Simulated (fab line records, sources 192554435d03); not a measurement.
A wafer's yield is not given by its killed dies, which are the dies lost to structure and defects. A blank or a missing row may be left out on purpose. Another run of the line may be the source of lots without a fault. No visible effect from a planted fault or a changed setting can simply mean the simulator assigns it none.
Chamber matching    flow n5_finfet    4 sister chambers for N5_BEOL_M14_CMP_49 on cmp-04
The step polishes, stops on SiO2, t overpolish 5.2 s, target thk 560 nm. 16 wafers are shown with their chamber, then 8 later ones without.

WAFERS PAIRED WITH THEIR CHAMBERS
wafer   chamber  motor_current_A (A)  time_to_endpoint_s (s)  barrier_field_endpoint_s (s)
L080.2  3        8.4                  124                     11.78
L080.3  2        6.8                  121                     11.17
L080.6  0        7.2                  123                     11.54
L082.1  3        8.1                  122                     11.49
L082.2  1        7.8                  133                     11.93
L082.4  0        6.8                  128                     11.66
L083.1  3        8.3                  124                     11.19
L083.3  2        7.1                  119                     11.00
L083.6  2        6.8                  121                     11.11
L093.1  0        7.2                  117                     11.12
L093.3  1        7.9                  125                     11.26
L093.4  3        8.1                  126                     11.10
L092.1  0        7.1                  122                     11.72
L092.2  2        7.1                  122                     11.43
L092.6  3        8.1                  124                     11.73
L095.2  1        7.6                  126                     11.89

SIGNATURES (means of the wafers above)
reading                   chamber 0  chamber 1  chamber 2  chamber 3  scatter within a chamber
motor_current_A           7.075      7.767      6.950      8.200      0.164
time_to_endpoint_s        122.50     128.00     120.75     124.00     3.05
barrier_field_endpoint_s  11.5100    11.6933    11.1775    11.4580    0.286
Rule: distance of a wafer from a chamber = root of the sum over the readings of ((wafer's reading minus chamber's mean) / reading's scatter) squared. If the next closest chamber is less than 2 further off than the closest, the wafer can't be placed; otherwise it belongs to the closest. The scatter: take each reading less its chamber's mean, square it, sum over the shown wafers, divide by the number of wafers less the number of chambers, and take the root.

WAFERS WITHOUT THEIR CHAMBER
wafer   motor_current_A (A)  time_to_endpoint_s (s)  barrier_field_endpoint_s (s)
L095.3  7.4                  121                     11.44
L095.5  8.1                  124                     11.86
L094.1  8.2                  126                     11.81
L094.5  7.3                  118                     11.41
L094.6  7.9                  128                     11.75
L096.1  6.4                  120                     11.42
L096.2  7.1                  119                     11.31
L096.5  6.8                  122                     11.46

CHAMBER TAKEN BY EACH
wafer   from the rows above           in truth
L095.3  can't be placed: 0 or 2 or 1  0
L095.5  can't be placed: 3 or 1       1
L094.1  can't be placed: 3 or 1       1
L094.5  can't be placed: 0 or 2       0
L094.6  can't be placed: 1 or 3       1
L096.1  can't be placed: 2 or 0       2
L096.2  can't be placed: 2 or 0       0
L096.5  can't be placed: 2 or 0       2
Correct placement for 0 of the 8. From these rows, 8 cannot be placed; in 8 the true chamber is one of the candidates. 0 placed wrongly.
